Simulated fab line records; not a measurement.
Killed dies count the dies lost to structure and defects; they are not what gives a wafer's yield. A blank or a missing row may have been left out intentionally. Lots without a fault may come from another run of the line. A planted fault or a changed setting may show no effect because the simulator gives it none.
What tool caused it? / flow n5 finfet / Sampling: 24 lots, 72 wafers, 4 of 1938 route steps

== WHAT EACH GAUGE READ, for each wafer ==
N5_BEOL_M13_OVL_MEAS_29. Usual: M13_OVL gives -2 nm (standard deviation 5.7).
lot=L074; measured=day 10 18:19; on=overlay-01; M13_OVL (nm)=1 9 5; flag=
lot=L075; measured=day 10 21:43; on=overlay-02; M13_OVL (nm)=-6 2 -1; flag=
lot=L077; measured=day 11 10:11; on=overlay-01; M13_OVL (nm)=-2 -8 5; flag=
lot=L076; measured=day 11 12:47; on=overlay-01; M13_OVL (nm)=-5 8 3; flag=
lot=L079; measured=day 11 13:27; on=overlay-01; M13_OVL (nm)=5 -8 -3; flag=
lot=L078; measured=day 11 23:17; on=overlay-01; M13_OVL (nm)=1 0 2; flag=
lot=L080; measured=day 12 10:28; on=overlay-01; M13_OVL (nm)=10 9 1; flag=
lot=L083; measured=day 12 16:59; on=overlay-02; M13_OVL (nm)=-4 -5 -3; flag=
lot=L081; measured=day 12 23:14; on=overlay-02; M13_OVL (nm)=0 -4 -3; flag=
lot=L082; measured=day 13 06:25; on=overlay-01; M13_OVL (nm)=2 -2 1; flag=
lot=L084; measured=day 14 02:37; on=overlay-02; M13_OVL (nm)=-4 4 -1; flag=
lot=L085; measured=day 14 03:12; on=overlay-01; M13_OVL (nm)=1 -2 2; flag=
lot=L086; measured=day 14 11:56; on=overlay-02; M13_OVL (nm)=-8 4 5; flag=
lot=L089; measured=day 14 14:32; on=overlay-02; M13_OVL (nm)=-3 -2 -8; flag=
lot=L087; measured=day 14 19:23; on=overlay-02; M13_OVL (nm)=-7 -2 -8; flag=
lot=L088; measured=day 14 20:20; on=overlay-02; M13_OVL (nm)=6 9 1; flag=
lot=L090; measured=day 15 09:52; on=overlay-02; M13_OVL (nm)=-9 1 -4; flag=
lot=L091; measured=day 15 18:37; on=overlay-01; M13_OVL (nm)=-6 -5 -14; flag=
lot=L094; measured=day 16 02:31; on=overlay-02; M13_OVL (nm)=3 1 9; flag=
lot=L093; measured=day 16 08:55; on=overlay-02; M13_OVL (nm)=-11 -8 -13; flag=
lot=L095; measured=day 16 11:26; on=overlay-02; M13_OVL (nm)=-9 -3 0; flag=
lot=L092; measured=day 16 20:38; on=overlay-02; M13_OVL (nm)=-8 -3 3; flag=
lot=L096; measured=day 17 08:02; on=overlay-01; M13_OVL (nm)=-4 -10 -3; flag=
lot=L097; measured=day 17 21:47; on=overlay-01; M13_OVL (nm)=7 -10 0; flag=

N5_BEOL_M13_INSPECT_55: inspects for defects (darkfield). Usual: 69 for raw defect count, sd 26.
lot=L074; measured=day 10 23:34; on=defect inspect-02; raw defect count=56 58 95; flag=
lot=L075; measured=day 11 00:53; on=defect inspect-02; raw defect count=37 79 59; flag=
lot=L077; measured=day 11 16:19; on=defect inspect-02; raw defect count=76 50 98; flag=
lot=L076; measured=day 11 16:41; on=defect inspect-01; raw defect count=107 88 130; flag=
lot=L079; measured=day 11 16:49; on=defect inspect-01; raw defect count=38 63 96; flag=
lot=L078; measured=day 12 01:46; on=defect inspect-01; raw defect count=55 64 69; flag=
lot=L080; measured=day 12 14:24; on=defect inspect-01; raw defect count=81 45 40; flag=
lot=L083; measured=day 12 20:01; on=defect inspect-01; raw defect count=59 56 40; flag=
lot=L081; measured=day 13 03:20; on=defect inspect-02; raw defect count=70 80 72; flag=
lot=L082; measured=day 13 09:15; on=defect inspect-01; raw defect count=56 50 44; flag=
lot=L084; measured=day 14 04:58; on=defect inspect-02; raw defect count=74 60 74; flag=
lot=L085; measured=day 14 06:58; on=defect inspect-01; raw defect count=28 87 53; flag=
lot=L086; measured=day 14 15:54; on=defect inspect-01; raw defect count=81 83 139; flag=
lot=L089; measured=day 14 19:07; on=defect inspect-01; raw defect count=32 56 36; flag=
lot=L087; measured=day 14 21:57; on=defect inspect-02; raw defect count=92 61 67; flag=
lot=L088; measured=day 15 01:09; on=defect inspect-01; raw defect count=34 68 72; flag=
lot=L090; measured=day 15 13:48; on=defect inspect-01; raw defect count=55 68 59; flag=
lot=L091; measured=day 16 01:47; on=defect inspect-01; raw defect count=38 65 30; flag=
lot=L094; measured=day 16 06:10; on=defect inspect-01; raw defect count=70 61 87; flag=
lot=L093; measured=day 16 13:46; on=defect inspect-01; raw defect count=41 69 53; flag=
lot=L095; measured=day 16 14:53; on=defect inspect-01; raw defect count=95 74 118; flag=
lot=L092; measured=day 17 00:44; on=defect inspect-02; raw defect count=74 90 92; flag=
lot=L096; measured=day 17 11:59; on=defect inspect-01; raw defect count=118 124 93; flag=
lot=L097; measured=day 18 00:43; on=defect inspect-01; raw defect count=63 38 80; flag=

== WHICH TOOL RAN EACH LOT (tool, then ch and the chambers of the sampled wafers, then the start) ==
lot=L074; N5_BEOL_M12_DEGAS_41=pvd sputter-02, day 10 15:28; N5_BEOL_M13_VIA_ETCH_16=rie diel-06 ch 0,1,3, day 10 17:23
lot=L075; N5_BEOL_M12_DEGAS_41=pvd sputter-02, day 10 17:53; N5_BEOL_M13_VIA_ETCH_16=rie diel-06 ch 1,2,3, day 10 20:47
lot=L077; N5_BEOL_M12_DEGAS_41=pvd sputter-01, day 11 07:11; N5_BEOL_M13_VIA_ETCH_16=rie diel-03 ch 1,2, day 11 09:16
lot=L076; N5_BEOL_M12_DEGAS_41=pvd sputter-01, day 11 09:50; N5_BEOL_M13_VIA_ETCH_16=rie diel-04 ch 1,2, day 11 11:52
lot=L079; N5_BEOL_M12_DEGAS_41=pvd sputter-02, day 11 10:08; N5_BEOL_M13_VIA_ETCH_16=rie diel-03 ch 0,1,2, day 11 12:32
lot=L078; N5_BEOL_M12_DEGAS_41=pvd sputter-02, day 11 20:26; N5_BEOL_M13_VIA_ETCH_16=rie diel-03 ch 0,1,3, day 11 22:21
lot=L080; N5_BEOL_M12_DEGAS_41=pvd sputter-01, day 12 07:38; N5_BEOL_M13_VIA_ETCH_16=rie diel-03 ch 2,3, day 12 09:32
lot=L083; N5_BEOL_M12_DEGAS_41=pvd sputter-02, day 12 14:07; N5_BEOL_M13_VIA_ETCH_16=rie diel-04 ch 0,1,3, day 12 16:11
lot=L081; N5_BEOL_M12_DEGAS_41=pvd sputter-01, day 12 19:52; N5_BEOL_M13_VIA_ETCH_16=rie diel-03 ch 1,2, day 12 22:20
lot=L082; N5_BEOL_M12_DEGAS_41=pvd sputter-02, day 13 03:40; N5_BEOL_M13_VIA_ETCH_16=rie diel-04 ch 0,1,3, day 13 05:37
lot=L084; N5_BEOL_M12_DEGAS_41=pvd sputter-01, day 13 23:53; N5_BEOL_M13_VIA_ETCH_16=rie diel-03 ch 0,2, day 14 01:49
lot=L085; N5_BEOL_M12_DEGAS_41=pvd sputter-03, day 14 00:13; N5_BEOL_M13_VIA_ETCH_16=rie diel-03 ch 0,2,3, day 14 02:24
lot=L086; N5_BEOL_M12_DEGAS_41=pvd sputter-02, day 14 09:08; N5_BEOL_M13_VIA_ETCH_16=rie diel-06 ch 0,2,3, day 14 11:08
lot=L089; N5_BEOL_M12_DEGAS_41=pvd sputter-03, day 14 11:29; N5_BEOL_M13_VIA_ETCH_16=rie diel-04 ch 0,2, day 14 13:44
lot=L087; N5_BEOL_M12_DEGAS_41=pvd sputter-03, day 14 16:29; N5_BEOL_M13_VIA_ETCH_16=rie diel-03 ch 0,1,3, day 14 18:23
lot=L088; N5_BEOL_M12_DEGAS_41=pvd sputter-03, day 14 17:25; N5_BEOL_M13_VIA_ETCH_16=rie diel-03 ch 0,1,2, day 14 19:32
lot=L090; N5_BEOL_M12_DEGAS_41=pvd sputter-03, day 15 06:41; N5_BEOL_M13_VIA_ETCH_16=rie diel-03 ch 0,2,3, day 15 09:04
lot=L091; N5_BEOL_M12_DEGAS_41=pvd sputter-03, day 15 15:43; N5_BEOL_M13_VIA_ETCH_16=rie diel-04 ch 0,1,3, day 15 17:49
lot=L094; N5_BEOL_M12_DEGAS_41=pvd sputter-03, day 15 23:35; N5_BEOL_M13_VIA_ETCH_16=rie diel-04 ch 0,1,3, day 16 01:43
lot=L093; N5_BEOL_M12_DEGAS_41=pvd sputter-02, day 16 05:28; N5_BEOL_M13_VIA_ETCH_16=rie diel-06 ch 2,3, day 16 08:07
lot=L095; N5_BEOL_M12_DEGAS_41=pvd sputter-01, day 16 08:14; N5_BEOL_M13_VIA_ETCH_16=rie diel-04 ch 0,2, day 16 10:31
lot=L092; N5_BEOL_M12_DEGAS_41=pvd sputter-01, day 16 17:41; N5_BEOL_M13_VIA_ETCH_16=rie diel-06 ch 0,2,3, day 16 19:43
lot=L096; N5_BEOL_M12_DEGAS_41=pvd sputter-03, day 17 05:08; N5_BEOL_M13_VIA_ETCH_16=rie diel-03 ch 0,3, day 17 07:06
lot=L097; N5_BEOL_M12_DEGAS_41=pvd sputter-03, day 17 18:46; N5_BEOL_M13_VIA_ETCH_16=rie diel-06 ch 0,3, day 17 20:52
- N5_BEOL_M12_DEGAS_41: time 60 s.
- N5_BEOL_M13_VIA_ETCH_16: etches SiOC in C4F8/O2/Ar, target depth 921.7 nm.

== WHAT THE TOOLS THEMSELVES READ (means of the sampled wafers that have a number; where no wafer has one, the mark that the record gives instead) ==
N5_BEOL_M12_DEGAS_41. Usual: 322 W for heater power w, sd 35.
lot=L074; tool=pvd sputter-02; heater power w (W)=336; flag=
lot=L075; tool=pvd sputter-02; heater power w (W)=332; flag=
lot=L077; tool=pvd sputter-01; heater power w (W)=319; flag=
lot=L076; tool=pvd sputter-01; heater power w (W)=303; flag=
lot=L079; tool=pvd sputter-02; heater power w (W)=338; flag=
lot=L078; tool=pvd sputter-02; heater power w (W)=335; flag=
lot=L080; tool=pvd sputter-01; heater power w (W)=307; flag=
lot=L083; tool=pvd sputter-02; heater power w (W)=336; flag=
lot=L081; tool=pvd sputter-01; heater power w (W)=314; flag=
lot=L082; tool=pvd sputter-02; heater power w (W)=348; flag=
lot=L084; tool=pvd sputter-01; heater power w (W)=329; flag=
lot=L085; tool=pvd sputter-03; heater power w (W)=320; flag=
lot=L086; tool=pvd sputter-02; heater power w (W)=344; flag=
lot=L089; tool=pvd sputter-03; heater power w (W)=352; flag=
lot=L087; tool=pvd sputter-03; heater power w (W)=346; flag=
lot=L088; tool=pvd sputter-03; heater power w (W)=304; flag=
lot=L090; tool=pvd sputter-03; heater power w (W)=288; flag=
lot=L091; tool=pvd sputter-03; heater power w (W)=325; flag=
lot=L094; tool=pvd sputter-03; heater power w (W)=267; flag=
lot=L093; tool=pvd sputter-02; heater power w (W)=335; flag=
lot=L095; tool=pvd sputter-01; heater power w (W)=339; flag=
lot=L092; tool=pvd sputter-01; heater power w (W)=320; flag=
lot=L096; tool=pvd sputter-03; heater power w (W)=342; flag=
lot=L097; tool=pvd sputter-03; heater power w (W)=324; flag=

N5_BEOL_M13_VIA_ETCH_16. Usual: drypump motor current A 5.9 A, standard deviation 0.35; oes product au 0.73 a.u., standard deviation 0.079; rf vpp V 665 V, standard deviation 4; showerhead plenum p Torr 3.40 Torr, standard deviation 0.14; throttle valve pct 24.15 %, standard deviation 0.27.
lot=L074; tool=rie diel-06; drypump motor current A (A)=5.9; oes product au (a.u.)=0.70; rf vpp V (V)=661; showerhead plenum p Torr (Torr)=3.31; throttle valve pct (%)=24.42; flag=
lot=L075; tool=rie diel-06; drypump motor current A (A)=6.0; oes product au (a.u.)=0.77; rf vpp V (V)=665; showerhead plenum p Torr (Torr)=3.39; throttle valve pct (%)=24.25; flag=
lot=L077; tool=rie diel-03; drypump motor current A (A)=6.3; oes product au (a.u.)=0.77; rf vpp V (V)=662; showerhead plenum p Torr (Torr)=3.33; throttle valve pct (%)=24.02; flag=
lot=L076; tool=rie diel-04; drypump motor current A (A)=6.2; oes product au (a.u.)=0.72; rf vpp V (V)=668; showerhead plenum p Torr (Torr)=3.53; throttle valve pct (%)=24.20; flag=
lot=L079; tool=rie diel-03; drypump motor current A (A)=6.0; oes product au (a.u.)=0.75; rf vpp V (V)=664; showerhead plenum p Torr (Torr)=3.35; throttle valve pct (%)=24.18; flag=
lot=L078; tool=rie diel-03; drypump motor current A (A)=5.6; oes product au (a.u.)=0.74; rf vpp V (V)=666; showerhead plenum p Torr (Torr)=3.45; throttle valve pct (%)=24.22; flag=
lot=L080; tool=rie diel-03; drypump motor current A (A)=6.2; oes product au (a.u.)=0.83; rf vpp V (V)=667; showerhead plenum p Torr (Torr)=3.46; throttle valve pct (%)=23.80; flag=
lot=L083; tool=rie diel-04; drypump motor current A (A)=5.7; oes product au (a.u.)=0.66; rf vpp V (V)=662; showerhead plenum p Torr (Torr)=3.32; throttle valve pct (%)=24.02; flag=
lot=L081; tool=rie diel-03; drypump motor current A (A)=6.3; oes product au (a.u.)=0.76; rf vpp V (V)=663; showerhead plenum p Torr (Torr)=3.32; throttle valve pct (%)=24.02; flag=
lot=L082; tool=rie diel-04; drypump motor current A (A)=5.7; oes product au (a.u.)=0.66; rf vpp V (V)=663; showerhead plenum p Torr (Torr)=3.32; throttle valve pct (%)=24.02; flag=
lot=L084; tool=rie diel-03; drypump motor current A (A)=6.1; oes product au (a.u.)=0.76; rf vpp V (V)=665; showerhead plenum p Torr (Torr)=3.41; throttle valve pct (%)=24.14; flag=
lot=L085; tool=rie diel-03; drypump motor current A (A)=6.0; oes product au (a.u.)=0.79; rf vpp V (V)=668; showerhead plenum p Torr (Torr)=3.48; throttle valve pct (%)=24.00; flag=
lot=L086; tool=rie diel-06; drypump motor current A (A)=5.8; oes product au (a.u.)=0.76; rf vpp V (V)=667; showerhead plenum p Torr (Torr)=3.48; throttle valve pct (%)=24.17; flag=
lot=L089; tool=rie diel-04; drypump motor current A (A)=5.8; oes product au (a.u.)=0.75; rf vpp V (V)=665; showerhead plenum p Torr (Torr)=3.44; throttle valve pct (%)=24.27; flag=
lot=L087; tool=rie diel-03; drypump motor current A (A)=5.6; oes product au (a.u.)=0.71; rf vpp V (V)=666; showerhead plenum p Torr (Torr)=3.44; throttle valve pct (%)=24.25; flag=
lot=L088; tool=rie diel-03; drypump motor current A (A)=6.0; oes product au (a.u.)=0.72; rf vpp V (V)=663; showerhead plenum p Torr (Torr)=3.34; throttle valve pct (%)=24.23; flag=
lot=L090; tool=rie diel-03; drypump motor current A (A)=6.0; oes product au (a.u.)=0.77; rf vpp V (V)=667; showerhead plenum p Torr (Torr)=3.48; throttle valve pct (%)=24.01; flag=
lot=L091; tool=rie diel-04; drypump motor current A (A)=5.7; oes product au (a.u.)=0.65; rf vpp V (V)=663; showerhead plenum p Torr (Torr)=3.31; throttle valve pct (%)=24.03; flag=
lot=L094; tool=rie diel-04; drypump motor current A (A)=5.7; oes product au (a.u.)=0.65; rf vpp V (V)=662; showerhead plenum p Torr (Torr)=3.31; throttle valve pct (%)=24.05; flag=
lot=L093; tool=rie diel-06; drypump motor current A (A)=5.9; oes product au (a.u.)=0.69; rf vpp V (V)=664; showerhead plenum p Torr (Torr)=3.36; throttle valve pct (%)=24.32; flag=
lot=L095; tool=rie diel-04; drypump motor current A (A)=5.6; oes product au (a.u.)=0.69; rf vpp V (V)=662; showerhead plenum p Torr (Torr)=3.33; throttle valve pct (%)=24.13; flag=
lot=L092; tool=rie diel-06; drypump motor current A (A)=5.8; oes product au (a.u.)=0.74; rf vpp V (V)=667; showerhead plenum p Torr (Torr)=3.47; throttle valve pct (%)=24.17; flag=
lot=L096; tool=rie diel-03; drypump motor current A (A)=5.7; oes product au (a.u.)=0.72; rf vpp V (V)=668; showerhead plenum p Torr (Torr)=3.49; throttle valve pct (%)=24.22; flag=
lot=L097; tool=rie diel-06; drypump motor current A (A)=5.8; oes product au (a.u.)=0.70; rf vpp V (V)=664; showerhead plenum p Torr (Torr)=3.42; throttle valve pct (%)=24.39; flag=

== THE ANSWER, worked out from the rows above alone ==
Rule: lot off if the mean of its wafers having a number is beyond 3 standard deviations from the usual mean. Also off: a lot with no number at a reading for which 4 or more lots have one. The other lots that the step has rows for count as sound. First the gauges in route order, then the tools' own readings, where a lot's mean is used as printed above. At the first step where some lot is off, the reading lying furthest off is the one used; lots without a number count as furthest.
None of the lots is off at any reading shown; this tells nothing.

== WHAT THE SIMULATOR PUT IN ==
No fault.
